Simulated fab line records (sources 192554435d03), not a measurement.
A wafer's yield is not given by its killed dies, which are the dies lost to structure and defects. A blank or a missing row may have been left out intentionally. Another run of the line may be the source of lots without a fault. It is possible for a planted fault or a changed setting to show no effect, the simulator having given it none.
Matching of chambers || flow n5 finfet || N5_BEOL_M2_DESCUM_33 on rie diel-02 has 4 sister chambers
The step chemistry O2, time 7 s. 4 wafers are shown with their chamber, then 12 later ones without.

## EACH WAFER AND ITS CHAMBER
{"wafer": "L091.1", "chamber": 1, "throttle valve pct (%)": 20.15}
{"wafer": "L091.4", "chamber": 2, "throttle valve pct (%)": 20.43}
{"wafer": "L091.5", "chamber": 3, "throttle valve pct (%)": 20.13}
{"wafer": "L091.6", "chamber": 0, "throttle valve pct (%)": 20.29}

## WAFERS WITHOUT THEIR CHAMBER
{"wafer": "L093.4", "throttle valve pct (%)": 20.16}
{"wafer": "L093.5", "throttle valve pct (%)": 20.30}
{"wafer": "L093.6", "throttle valve pct (%)": 20.15}
{"wafer": "L094.1", "throttle valve pct (%)": 20.43}
{"wafer": "L094.3", "throttle valve pct (%)": 20.17}
{"wafer": "L094.5", "throttle valve pct (%)": 20.30}
{"wafer": "L095.3", "throttle valve pct (%)": 20.32}
{"wafer": "L095.4", "throttle valve pct (%)": 20.17}
{"wafer": "L095.5", "throttle valve pct (%)": 20.43}
{"wafer": "L096.3", "throttle valve pct (%)": 20.16}
{"wafer": "L096.5", "throttle valve pct (%)": 20.44}
{"wafer": "L096.6", "throttle valve pct (%)": 20.15}

## THE CHAMBER EACH PASSED THROUGH
{"wafer": "L093.4", "from the rows above": "can't be placed: 1 or 3", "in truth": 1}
{"wafer": "L093.5", "from the rows above": 0, "in truth": 0}
{"wafer": "L093.6", "from the rows above": "can't be placed: 1 or 3", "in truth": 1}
{"wafer": "L094.1", "from the rows above": 2, "in truth": 2}
{"wafer": "L094.3", "from the rows above": "can't be placed: 1 or 3", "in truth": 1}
{"wafer": "L094.5", "from the rows above": 0, "in truth": 0}
{"wafer": "L095.3", "from the rows above": 0, "in truth": 0}
{"wafer": "L095.4", "from the rows above": "can't be placed: 1 or 3", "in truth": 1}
{"wafer": "L095.5", "from the rows above": 2, "in truth": 2}
{"wafer": "L096.3", "from the rows above": "can't be placed: 1 or 3", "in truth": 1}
{"wafer": "L096.5", "from the rows above": 2, "in truth": 2}
{"wafer": "L096.6", "from the rows above": "can't be placed: 1 or 3", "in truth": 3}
Correct placement for 6 of the 12. Can't be placed from these rows: 6 (the true chamber is among the candidates in 6). Number placed wrongly: 0.
How it was worked out, from the rows above alone: a wafer's distance from a chamber is the root of the sum, over the readings, of the square of ((its reading less the chamber's mean) divided by the reading's scatter). If the next closest chamber is less than 2 further off than the closest, the wafer can't be placed; otherwise it belongs to the closest. Each chamber's mean is taken over the wafers shown for it. The scatter: with one shown wafer a chamber, the root of the mean of the squares of how far each hidden wafer lies from its nearest shown one.
